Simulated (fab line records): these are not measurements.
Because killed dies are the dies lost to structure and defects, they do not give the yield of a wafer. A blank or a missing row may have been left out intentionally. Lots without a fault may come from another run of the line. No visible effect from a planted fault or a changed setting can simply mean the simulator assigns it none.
fab line records    flow n5_finfet
[record] lots = 10  wafers = 30  last_day = 17
route steps=1938 shown BEOL_M3@1015 BEOL_M4@1021
lots with no fault: from the same line, run without faults
start_h: hours from the record's opening day to when the first of the lot's shown wafers began    wait_h: time in hours since the lot's previous step    " unchanged from the row above    L1.1+2: one row covering several wafers at once    - value missing, or start not given    * or withheld: withheld    < > ~ a bound
route shown NAME@n: names a module that has steps shown in the file, with the first one's number in the route    usual: the fault-free wafers' mean and standard deviation    same: alike in all rows    chamber/n: place in a boat    sites: each site's reading    _std_site: standard deviation of those values    _edge_site: inner sites' mean taken away from outer sites' mean    radius_mm: for every site, how far away it sits from the centre of the wafer    mask NAME#n: copy n    behind: the last tool/chamber to shape the wafer    hold: reason for holding the lot/hours on hold/outcome of the hold    device: names the non-switching transistor (n, p or np)    end of line: tests of these same wafers at the route's end    for a step that has no rows: nothing shown but its recipe    killed: dies that structure and defects cost at the first sort, which is not the same as the wafer's yield    map: dies across one wafer; x = killed, . = not, _ = none there
set.NAME: the setting that was run; set.NAME@STEP: the one run at that earlier step    model.NAME: the simulator's own value behind a step, which no gauge read
a sample of lots followed through the steps of the route, with each step as a table and each wafer as a row
services: from which hour (start_h, from the record's first day; less than 0 if before it) a tool's chamber was out of use, for how many hours, and why
[[steps]]
[step N5_BEOL_M3_PRE_CLEAN_60]
[recipe] gas = NH3/H2  time_s = 15  temp_c = *  rf_power_w = 300
[usual] heater_power_outer_w = 12/7.9  heater_power_w = 72/13
lot.wafer  tool       chamber  start_h  wait_h  heater_power_outer_w  heater_power_w
L356.1     cvd_co-02  0        169.76   0.0     6                     63
L356.2     "          1        "        "       15                    77
L356.6     "          0        "        "       6                     63
L357.1     cvd_co-02  2        178.60   0.0     3                     56
L357.4     "          2        "        "       3                     56
L357.6     "          1        "        "       15                    78
L358.4     cvd_co-01  1        185.17   0.1     16                    78
L358.5     "          0        "        "       23                    88
L358.6     "          2        "        "       26                    95
L360.2     cvd_co-01  1        202.02   0.4     16                    79
L360.4     "          2        "        "       26                    95
L360.6     "          1        "        "       16                    80
L364.1     cvd_co-01  2        219.17   0.0     26                    94
L364.2     "          1        "        "       16                    79
L364.4     "          1        "        "       15                    79
L365.1     cvd_co-02  0        232.72   0.0     6                     64
L365.3     "          1        "        "       15                    79
L365.4     "          0        "        "       6                     63
L367.1     cvd_co-01  0        234.54   0.0     23                    88
L367.2     "          1        "        "       16                    79
L367.3     "          2        "        "       26                    93
L368.1     cvd_co-02  1        250.84   0.0     15                    78
L368.4     "          1        "        "       16                    79
L368.6     "          0        "        "       6                     63
L370.3     cvd_co-02  0        260.81   0.1     6                     63
L370.4     "          0        "        "       6                     62
L370.6     "          1        "        "       15                    78
L376.3     cvd_co-02  1        291.28   0.0     16                    80
L376.4     "          0        "        "       6                     62
L376.6     "          2        "        "       3                     57
[step N5_BEOL_M3_DEP_57]
[recipe] material = SiCN  target_thk_a = 80  temp_c = withheld  precursor = 3MS/NH3  pressure_torr = 3  rf_w = 202  time_s = 14
[usual] showerhead_plenum_p_Torr = 3.668/0.014  throttle_valve_pct = 9.1/0.46
lot.wafer  tool      chamber  start_h  wait_h  showerhead_plenum_p_Torr  throttle_valve_pct
L356.1     pecvd-01  1        169.97   0.0     3.676                     9.0
L356.2     "         0        "        "       3.658                     9.4
L356.6     "         2        "        "       3.694                     9.2
L357.1     pecvd-04  1        178.76   0.0     3.652                     9.7
L357.4     "         1        "        "       3.652                     9.9
L357.6     "         0        "        "       3.664                     9.4
L358.4     pecvd-04  1        185.32   0.0     3.646                     10.0
L358.5     "         0        "        "       3.681                     9.2
L358.6     "         2        "        "       3.677                     9.0
L360.2     pecvd-04  1        202.18   0.0     3.655                     10.1
L360.4     "         0        "        "       3.667                     9.3
L360.6     "         2        "        "       3.679                     9.1
L364.1     pecvd-01  0        219.34   0.0     3.655                     9.4
L364.2     "         1        "        "       3.672                     8.8
L364.4     "         1        "        "       3.672                     9.2
L365.1     pecvd-01  1        232.88   0.0     3.669                     9.2
L365.3     "         2        "        "       3.688                     8.1
L365.4     "         1        "        "       3.674                     9.1
L367.1     pecvd-02  1        234.70   0.0     3.669                     8.8
L367.2     "         0        "        "       3.683                     9.4
L367.3     "         2        "        "       3.657                     8.3
L368.1     pecvd-02  1        250.99   0.0     3.665                     8.9
L368.4     "         0        "        "       3.695                     9.0
L368.6     "         1        "        "       3.657                     8.7
L370.3     pecvd-01  0        260.97   0.0     3.656                     9.6
L370.4     "         2        "        "       3.691                     8.4
L370.6     "         1        "        "       3.683                     9.1
L376.3     pecvd-04  1        291.43   0.0     3.650                     10.0
L376.4     "         2        "        "       3.681                     9.1
L376.6     "         0        "        "       3.664                     9.3
[step N5_BEOL_M4_ILD_DEP_00]
[recipe] material = SiOC  target_thk_a = 790  temp_c = 350  precursor = DEMS/O2  pressure_torr = 5  rf_w = 500  time_s = 15.3
[usual] heater_power_outer_w = 242/41  heater_power_w = 450/48  showerhead_plenum_p_Torr = 5.699/0.016  susceptor_temp_C = 350.03/0.2  throttle_valve_pct = 12.1/0.47
lot.wafer  tool      chamber  start_h  wait_h  heater_power_outer_w  heater_power_w  showerhead_plenum_p_Torr  susceptor_temp_C  throttle_valve_pct
L356.1     pecvd-04  2        170.10   0.0     274                   469             5.708                     350.41            12.0
L356.2     "         0        "        "       215                   413             5.696                     350.08            12.0
L356.6     "         0        "        "       223                   427             5.700                     350.07            12.2
L357.1     pecvd-04  2        178.89   0.0     283                   470             5.698                     349.74            12.0
L357.4     "         2        "        "       283                   492             5.713                     349.75            12.0
L357.6     "         1        "        "       244                   458             5.675                     350.18            12.9
L358.4     pecvd-03  0        185.45   0.1     177                   390             5.715                     350.00            11.3
L358.5     "         1        "        "       206                   434             5.690                     349.93            11.8
L358.6     "         2        "        "       259                   464             5.681                     349.73            11.5
L360.2     pecvd-01  1        202.31   0.0     252                   478             5.709                     349.88            11.5
L360.4     "         0        "        "       296                   506             5.662                     350.04            12.3
L360.6     "         2        "        "       315                   524             5.718                     349.92            11.3
L364.1     pecvd-03  0        219.48   0.0     219                   435             5.726                     350.06            11.8
L364.2     "         1        "        "       240                   470             5.700                     350.10            12.0
L364.4     "         1        "        "       234                   483             5.697                     350.35            12.0
L365.1     pecvd-01  0        233.01   0.0     253                   454             5.686                     350.08            12.7
L365.3     "         1        "        "       258                   480             5.703                     349.89            12.0
L365.4     "         1        "        "       252                   482             5.690                     349.98            12.0
L367.1     pecvd-04  1        234.83   0.0     199                   395             5.664                     350.20            12.7
L367.2     "         2        "        "       288                   472             5.728                     349.91            12.0
L367.3     "         0        "        "       161                   342             5.697                     349.93            12.2
L368.1     pecvd-04  0        251.12   0.0     217                   422             5.695                     350.11            12.4
L368.4     "         2        "        "       253                   441             5.721                     350.40            12.0
L368.6     "         1        "        "       225                   442             5.694                     350.10            12.7
L370.3     pecvd-01  0        261.10   0.0     284                   501             5.688                     350.21            12.6
L370.4     "         1        "        "       224                   437             5.703                     352.86            11.7
L370.6     "         2        "        "       304                   517             5.718                     350.07            10.9
L376.3     pecvd-04  1        291.56   0.0     177                   380             5.670                     350.50            12.9
L376.4     "         0        "        "       186                   383             5.692                     350.07            12.0
L376.6     "         2        "        "       232                   412             5.709                     349.79            12.3
[step N5_BEOL_M4_HM_DEP_02]
[recipe] material = TiN  target_thk_a = 200  temp_c = 25  chamber_pressure_pa = 0.49996
[usual] susceptor_temp_C = 25.00/0.1  throttle_valve_pct = 29.5/0.84
lot.wafer  tool            chamber  start_h  wait_h  susceptor_temp_C  throttle_valve_pct
L356.1     pvd_sputter-01  -        171.91   1.7     25.04             29.6
L356.2     "               -        "        "       25.06             28.0
L356.6     "               -        "        "       25.08             29.0
L357.1     pvd_sputter-02  -        179.50   0.5     25.04             28.7
L357.4     "               -        "        "       24.86             29.7
L357.6     "               -        "        "       25.04             29.3
L358.4     pvd_sputter-02  -        186.12   0.5     25.04             29.5
L358.5     "               -        "        "       24.80             29.7
L358.6     "               -        "        "       24.86             28.9
L360.2     pvd_sputter-01  -        203.91   1.5     25.01             28.9
L360.4     "               -        "        "       25.10             31.6
L360.6     "               -        "        "       25.15             28.8
L364.1     pvd_sputter-02  -        220.11   0.5     24.82             28.9
L364.2     "               -        "        "       25.15             29.4
L364.4     "               -        "        "       24.98             29.8
L365.1     pvd_sputter-03  -        233.91   0.8     24.96             30.5
L365.3     "               -        "        "       24.94             29.4
L365.4     "               -        "        "       24.89             29.3
L367.1     pvd_sputter-03  -        235.95   1.0     24.84             30.4
L367.2     "               -        "        "       24.90             29.3
L367.3     "               -        "        "       25.01             29.4
L368.1     pvd_sputter-03  -        254.31   3.1     25.00             29.2
L368.4     "               -        "        "       25.04             30.4
L368.6     "               -        "        "       24.85             29.3
L370.3     pvd_sputter-01  -        262.82   1.6     24.93             28.0
L370.4     "               -        "        "       24.94             31.6
L370.6     "               -        "        "       25.10             29.6
L376.3     pvd_sputter-02  -        291.80   0.1     24.93             28.9
L376.4     "               -        "        "       25.04             29.3
L376.6     "               -        "        "       24.98             29.5
[step N5_BEOL_M4_RC_MEAS_101]
[usual] DIBL_N = 36.4/1.5  DIBL_P = 36.4/1.6  IOFF_N = 0.164/0.025  IOFF_P = 0.214/0.028  ION_N = 675/9.9  ION_P = 463/6.5  SS_N = 71.5/0.5  SS_P = 73.3/0.56  VT_N = 249.2/2.7  VT_P = -250.1/2.8
lot.wafer  tool       chamber  start_h  wait_h  DIBL_N[mV/V]  DIBL_P[mV/V]  IOFF_N[nA/um]  IOFF_P[nA/um]  ION_N[uA/um]  ION_P[uA/um]  SS_N[mV/dec]  SS_P[mV/dec]  VT_N[mV]  VT_P[mV]
L356.1     prober-01  0        183.12   0.0     36.4          36.9          0.153          0.173          671           455           71.8          73.3          248.6     -253.4
L356.2     "          0        "        "       34.1          34.1          0.111          0.145          657           440           70.8          72.7          256.2     -257.7
L356.6     "          0        "        "       35.7          35.4          0.134          0.160          656           447           71.7          73.6          252.8     -254.4
L357.1     prober-01  0        189.48   0.0     35.8          35.7          0.163          0.214          678           462           70.9          73.4          250.3     -252.0
L357.4     "          0        "        "       35.2          34.7          0.154          0.195          676           460           71.1          73.3          250.3     -250.5
L357.6     "          0        "        "       34.1          34.3          0.136          0.186          664           460           70.7          72.3          253.4     -251.6
L358.4     prober-01  0        195.83   0.5     36.7          33.8          0.152          0.187          670           459           71.3          72.3          250.7     -252.1
L358.5     "          0        "        "       38.0          35.8          0.176          0.214          691           470           71.4          74.1          247.4     -250.6
L358.6     "          0        "        "       37.8          35.7          0.173          0.210          678           457           72.0          73.6          246.8     -251.4
L360.2     prober-01  0        214.72   1.1     38.0          38.1          0.188          0.232          679           458           71.8          73.6          246.1     -248.4
L360.4     "          0        "        "       39.0          39.0          0.219          0.242          694           469           72.1          73.2          242.9     -249.2
L360.6     "          0        "        "       38.1          37.9          0.191          0.228          688           466           71.2          74.3          244.9     -249.0
L364.1     prober-01  0        234.55   0.0     35.4          35.3          0.159          0.232          683           478           72.0          73.2          249.1     -247.9
L364.2     "          0        "        "       36.5          37.1          0.188          0.260          695           477           72.6          73.9          244.5     -246.2
L364.4     "          0        "        "       34.9          34.9          0.156          0.230          667           460           72.1          73.2          248.4     -246.7
L365.1     prober-01  0        241.19   0.0     35.4          35.4          0.137          0.176          668           456           70.9          72.5          254.7     -254.9
L365.3     "          0        "        "       33.9          34.3          0.121          0.169          661           455           70.4          73.0          255.1     -252.1
L365.4     "          0        "        "       36.6          37.4          0.166          0.209          668           452           71.3          73.3          247.1     -252.9
L367.1     prober-01  0        243.32   0.0     37.4          38.4          0.186          0.244          676           466           71.7          73.3          248.0     -251.3
L367.2     "          0        "        "       37.2          38.6          0.181          0.239          677           464           71.7          73.4          249.7     -250.6
L367.3     "          0        "        "       37.9          38.8          0.203          0.244          679           458           72.0          73.5          248.6     -246.8
L368.1     prober-02  0        264.94   0.0     35.4          33.4          0.136          0.170          675           462           71.7          72.2          252.1     -252.7
L368.4     "          0        "        "       35.3          34.4          0.144          0.180          672           458           71.2          72.3          252.8     -253.9
L368.6     "          0        "        "       36.4          35.1          0.163          0.200          685           472           71.6          72.8          251.1     -253.5
L370.3     prober-01  0        272.41   0.3     37.9          38.7          0.222          0.244          696           468           72.3          73.6          246.7     -248.5
L370.4     "          0        "        "       36.9          37.5          0.207          0.225          697           468           71.7          74.4          245.8     -249.9
L370.6     "          0        "        "       38.5          39.4          0.247          0.256          703           469           71.3          74.2          242.5     -246.1
L376.3     prober-02  0        303.39   0.3     37.4          37.1          0.184          0.225          675           464           71.4          73.8          246.9     -250.5
L376.4     "          0        "        "       36.6          36.1          0.164          0.212          674           457           71.6          73.7          251.0     -251.4
L376.6     "          0        "        "       37.8          36.8          0.174          0.218          678           459           71.2          74.1          249.6     -249.9
[[services]]
tool       chamber  start_h  hours  kind
cvd_co-01  -        148.84   0.6    repair
pecvd-03   -        158.28   0.6    repair
pecvd-02   0        159.04   18.5   repair
pecvd-01   0        166.46   2.1    scheduled_down
pecvd-01   -        187.97   2.8    pm
pecvd-03   1        189.22   5.5    scheduled_down
pecvd-01   2        202.38   -      clean
pecvd-01   2        202.38   -      consumable_replace:showerhead
pecvd-01   2        202.38   29.0   scheduled_down
pecvd-01   2        202.38   29.0   vent_cycle
pecvd-04   2        218.76   5.5    scheduled_down
cvd_co-02  -        240.62   0.5    repair
cvd_co-01  -        262.89   14.6   pm
pecvd-02   0        274.56   2.1    scheduled_down
pecvd-04   1        284.82   5.5    scheduled_down
pecvd-03   0        288.33   5.5    scheduled_down
[[key]]
[first_sign] step = N5_BEOL_M4_ILD_DEP_00  reading = susceptor_temp_C  direction = up  sigmas = 14  usual = *  struck = *
effect none on later readings
met_at N5_BEOL_M4_ILD_DEP_00
struck_lots L370
struck_wafers L370.4
not_acting_at N5_BEOL_M3_PRE_CLEAN_60,N5_BEOL_M3_DEP_57,N5_BEOL_M4_HM_DEP_02
onset_between 233.01 261.10
[fault] kind = process_parameter_drift  tool = pecvd-01  chamber = 1  onset_h = 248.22  steps = N5_BEOL_M4_ILD_DEP_00  channel = temp_c  offset = *  shape = step  end_h = 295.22  acts_in = *  stated = *
